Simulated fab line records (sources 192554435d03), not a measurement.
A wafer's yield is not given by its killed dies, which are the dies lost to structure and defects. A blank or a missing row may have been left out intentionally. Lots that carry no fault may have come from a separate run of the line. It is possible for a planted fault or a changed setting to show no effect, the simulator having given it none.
Split-lot experiment	flow n5 finfet	on a route of 1938 steps: 7 lots, 21 wafers read

## ON THE SPLIT
At N5_BEOL_M4_COAT_61 (time 60 s, resist thk 60 nm), the setting spin rpm was moved away from the recipe's 1500 rpm on 8 of the 21 wafers read, by +4.2% to +10.5%. All remaining wafers had this setting at the recipe value.

## FROM THE SPLIT TO THE READING: what the file shows between them, 4 steps
- N5_BEOL_M4_COAT_62: time 60 s, resist thk 12 nm
- N5_BEOL_M4_COAT_73: time 60 s, resist thk 5 nm
- N5_BEOL_M4_ETCH_74: etches underlayer in N2/H2, target depth 6.5 nm, time 5.2 s
- N5_BEOL_M4_ETCH_63: etches SiARC in CF4, target depth 15.6 nm, time 26 s

## THE READING
etch.depth nm (the simulator's own value, which no gauge read), in nm, at N5_BEOL_M4_ETCH_64 (etches SOC in N2/H2, target depth 75 nm, overetch 22.5 nm, time 121.9 s). The file gives no usual value for it. Average 60.13 nm, standard deviation 0.16 nm, over the 13 wafers here run with the recipe.

wafer	tool, chamber at the split	spin rpm as run, rpm	against the recipe	etch.depth nm, nm	against lot-mates on the recipe
L078.4	litho track-04, 0	1500	recipe	60.14	-
L078.5	litho track-04, 0	1500	recipe	59.99	-
L078.6	litho track-04, 0	1500	recipe	59.86	-
L080.3	litho track-02, 0	1500	recipe	60.41	-
L080.4	litho track-02, 0	1500	recipe	60.3	-
L080.5	litho track-02, 0	1500	recipe	60.33	-
L081.1	litho track-04, 0	1500	recipe	60.21	-
L081.2	litho track-04, 0	1563	+4.2%	59.04	-1.12
L081.5	litho track-04, 0	1500	recipe	60.1	-
L084.1	litho track-05, 0	1500	recipe	60.03	-
L084.4	litho track-05, 0	1651	+10.1%	57.45	-2.67
L084.5	litho track-05, 0	1500	recipe	60.22	-
L093.1	litho track-04, 0	1635	+9.0%	57.36	no lot-mate on the recipe
L093.3	litho track-04, 0	1635	+9.0%	57.42	no lot-mate on the recipe
L093.6	litho track-04, 0	1635	+9.0%	57.46	no lot-mate on the recipe
L096.3	litho track-02, 0	1500	recipe	60.15	-
L096.4	litho track-02, 0	1658	+10.5%	57.32	-2.77
L096.5	litho track-02, 0	1500	recipe	60.04	-
L097.1	litho track-05, 0	1648	+9.9%	57.21	-2.71
L097.3	litho track-05, 0	1648	+9.9%	57.28	-2.64
L097.6	litho track-05, 0	1500	recipe	59.92	-

FIT RESULTS
A straight line over all 21 wafers: etch.depth nm changes by -0.287 nm for each +1% of spin rpm; r = -0.99; the points scatter about the line by 0.16 nm.
The same after taking each lot's own level away (the mean of its wafers on the recipe; 18 wafers): -0.268 nm for each +1%; r = -1.00; scatter 0.072 nm.
On that fit, the largest move of spin rpm shifts the reading by 2.8 nm.
Measured against the standard deviation above, the lots' own levels, which go from 59.920 to 60.347 nm, span 2.7 times it.
So the lot-to-lot level changes the slope little: the two slopes agree.
Check: with one of the wafers moved furthest among these (+10.5%) left out of the fit, the line predicts -2.83 nm for it against its lot-mates. Against them it came out at -2.77 nm.

## FURTHER SPLITS ON THESE WAFERS
Note: prior to the reading, these wafers also went through further splits. Each is held against what the fit with the lots' levels taken away leaves over:
other split on the same wafers	wafers away from the commonest value	r with etch.depth nm (lot level and that fit taken away)
N5_BEOL_M0_ETCH_128 source w	6	+0.30
N5_BEOL_M0_ETCH_109 bias w	3	-0.12
N5_BEOL_M1_SPUTTER_81 time s	7	+0.08
N5_BEOL_M2_ETCH_70 source w	5	+0.30
N5_BEOL_M2_TRENCH_ETCH_37 source w	5	+0.47
N5_BEOL_M2_DEP_57 time s	9	-0.17
N5_BEOL_M4_PECVD_72 temp c	3	-0.40

## THE WHOLE CHAIN: every reading that the file lists as answering this split, in the file's order
step	what it does	reading	change (the file's fit)	r (the file's)
N5_BEOL_M4_COAT_61	time 60 s, resist thk 60 nm	SOC_of_BEOL_M4_COAT_61.thk nm (the simulator's own value, which no gauge read)	-0.27 nm for each +1% of the setting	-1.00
N5_BEOL_M4_ETCH_64	etches SOC in N2/H2, target depth 75 nm, overetch 22.5 nm, time 121.9 s	etch.depth nm (the simulator's own value, which no gauge read)	-0.266 nm for each +1% of the setting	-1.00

## FILE'S OWN FIT
etch.depth nm changes by -0.266 nm for each +1% of spin rpm, r = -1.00.
